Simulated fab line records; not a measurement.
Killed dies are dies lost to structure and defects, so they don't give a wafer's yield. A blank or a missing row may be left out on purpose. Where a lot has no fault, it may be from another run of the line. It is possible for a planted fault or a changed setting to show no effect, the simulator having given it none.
Matching of chambers | flow n5Finfet | rieDiel-05 running N5_HKMG_FIN_ETCH_58: 4 sister chambers
The step etches SOC in N2/H2, target depth 215.8 nm, time 741 s. 4 wafers are shown with their chamber, then 8 later ones without.

## WAFERS, EACH WITH ITS CHAMBER
wafer  | chamber | showerheadPlenumPTorr (Torr)
L080.4 | 3       | 2.72
L083.3 | 0       | 2.50
L083.5 | 1       | 2.49
L090.1 | 2       | 2.64

## WAFERS WITHOUT THEIR CHAMBER
wafer  | showerheadPlenumPTorr (Torr)
L090.3 | 2.48
L090.5 | 2.72
L093.2 | 2.49
L093.4 | 2.63
L093.6 | 2.49
L095.1 | 2.71
L095.3 | 2.48
L095.6 | 2.49

## CHAMBER TAKEN BY EACH
wafer  | from the rows above     | in truth
L090.3 | can't be placed: 1 or 0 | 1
L090.5 | 3                       | 3
L093.2 | can't be placed: 1 or 0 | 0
L093.4 | 2                       | 2
L093.6 | can't be placed: 1 or 0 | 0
L095.1 | 3                       | 3
L095.3 | can't be placed: 1 or 0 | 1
L095.6 | can't be placed: 1 or 0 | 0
Placed correctly: 3 of 8. Cannot be placed on the basis of these rows: 5; the candidates contain the true chamber in 5. Placed wrongly: 0.
How it was worked out, from the rows above alone: a wafer's distance from a chamber is the root of the sum, over the readings, of the square of ((its reading less the chamber's mean) divided by the reading's scatter). The wafer belongs to the nearest chamber; if the next one is less than 2 further off, it can't be placed. Each chamber's mean is taken over the wafers shown for it. The scatter: root of mean squared gap, hidden wafer to nearest shown wafer, with one shown wafer a chamber.
